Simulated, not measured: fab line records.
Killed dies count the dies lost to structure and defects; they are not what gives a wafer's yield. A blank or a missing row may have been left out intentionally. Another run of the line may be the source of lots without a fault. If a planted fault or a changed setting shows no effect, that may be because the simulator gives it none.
A struck lot beside a sound one | flow n5 finfet | 35 steps out of a route of 1938
Sound: the wafers L876.2, L876.3, L876.6. Struck: wafer L879.6. (L879.4, L879.5 of the same lot were not struck and are left out.) The cause comes at the end.
At each step with rows: each side's tool, then ch and its chambers, then its first start. Under that, the readings that differ: sound wafers | struck wafers | difference of the means | sigmas: that difference in standard deviations of wafers without a fault.
alike: readings with means less than 2 such deviations apart, plus words and numbers identical on both sides. not compared: withheld readings, readings lacking a value on some wafer, bounds such as >300 that could conceal the same value, and numbers that have no deviation in the record and whose values overlap.
Wherever a step has rows on one side only, a row that says differs or no value, or a row with sigmas, the two part there. Numbers that don't overlap but have no deviation are shown without sigmas and don't part them. Lack of a reading on every wafer of one side parts them only where that side has two or more wafers.

first, 11 steps without rows for these wafers: N5_BEOL_M12_ETCH_67 (etches SiARC in CF4, target depth 143 nm, time 238.3 s); N5_BEOL_M12_ETCH_68 (etches SOC in N2/H2, time 285 s); N5_BEOL_M12_STRIP_69 (strips in N2/H2); N5_BEOL_M12_TRENCH_ETCH_34 (etches SiOC in C4F8/O2/Ar, target depth 318.95 nm, time 125.5 s); N5_BEOL_M12_STRIP_70 (strips in C4F8/O2/Ar); N5_BEOL_M12_STRIP_37 (strips in N2/H2); N5_BEOL_M12_ETCH_38 (etches SiCN in CF4/N2, target depth 68.7 nm, time 73.4 s); N5_BEOL_M12_PRECLEAN_39 (cleans in residue remover, time 60 s); N5_BEOL_M12_SRD_40 (time 30 s, dry time 30 s); N5_BEOL_M12_DEGAS_41 (time 60 s); N5_BEOL_M12_PRE_CLEAN_42 (time 30 s).
N5_BEOL_M12_SPUTTER_43: material TaN, target thk 15 nm, time 24.19 s.
  struck on pvd sputter-02, day 12 18:49; sound on pvd sputter-02, day 11 22:16
  alike: bias v, throttle valve pct
then, 22 steps without rows for these wafers: N5_BEOL_M12_SPUTTER_44 (material Ta, target thk 10 nm, time 16.13 s); N5_BEOL_M12_SPUTTER_45 (material Cu, target thk 80 nm, time 13.33 s); N5_BEOL_M12_ECD_47 (material Cu, target thk 720 nm); N5_BEOL_M12_ANNEAL_48 (time 90 s); N5_BEOL_M12_CMP_49 (polishes, stops on SiOC, t overpolish 20.6 s, target thk 320 nm); N5_BEOL_M12_PRE_CLEAN_52 (time 15 s); N5_BEOL_M12_DEP_53 (deposits SiCN from 3MS/NH3, target thk 30 nm, time 10.5 s); N5_BEOL_M13_ILD_DEP_00 (deposits SiOC from DEMS/O2, target thk 837.92 nm, time 166.4 s); N5_BEOL_M13_COAT_58 (time 60 s, resist thk 89 nm); N5_BEOL_M13_COAT_04 (resist thk 400 nm); N5_BEOL_M13_EBR_06; N5_BEOL_M13_SOFTBAKE_05 (time 60 s); N5_BEOL_M13_EXPOSE_07 (exposes mask V12); N5_BEOL_M13_PEB_08 (peb time 90 s); N5_BEOL_M13_DEVELOP_09 (develop time 45 s); N5_BEOL_M13_HARDBAKE_14 (time 120 s); N5_BEOL_M13_DESCUM_15 (chemistry O2, time 7.9 s); N5_BEOL_M13_ETCH_59 (etches BARC in N2/H2, target depth 89 nm, overetch 26.7 nm, time 67.9 s); N5_BEOL_M13_VIA_ETCH_16 (etches SiOC in C4F8/O2/Ar, target depth 921.7 nm); N5_BEOL_M13_STRIP_63 (strips in N2/H2); N5_BEOL_M13_STRIP_64 (strips in N2/H2); N5_BEOL_M13_STRIP_71 (strips in post etch residue remover, time 60 s).
N5_PASSIVATION_PROBE_49:
  record: rows for the struck wafers here (prober-01, day 14 02:11), none for the sound ones

== WHERE THEY PART ==
N5_PASSIVATION_PROBE_49 only, going by this record.

WHY: whatever the simulator had introduced
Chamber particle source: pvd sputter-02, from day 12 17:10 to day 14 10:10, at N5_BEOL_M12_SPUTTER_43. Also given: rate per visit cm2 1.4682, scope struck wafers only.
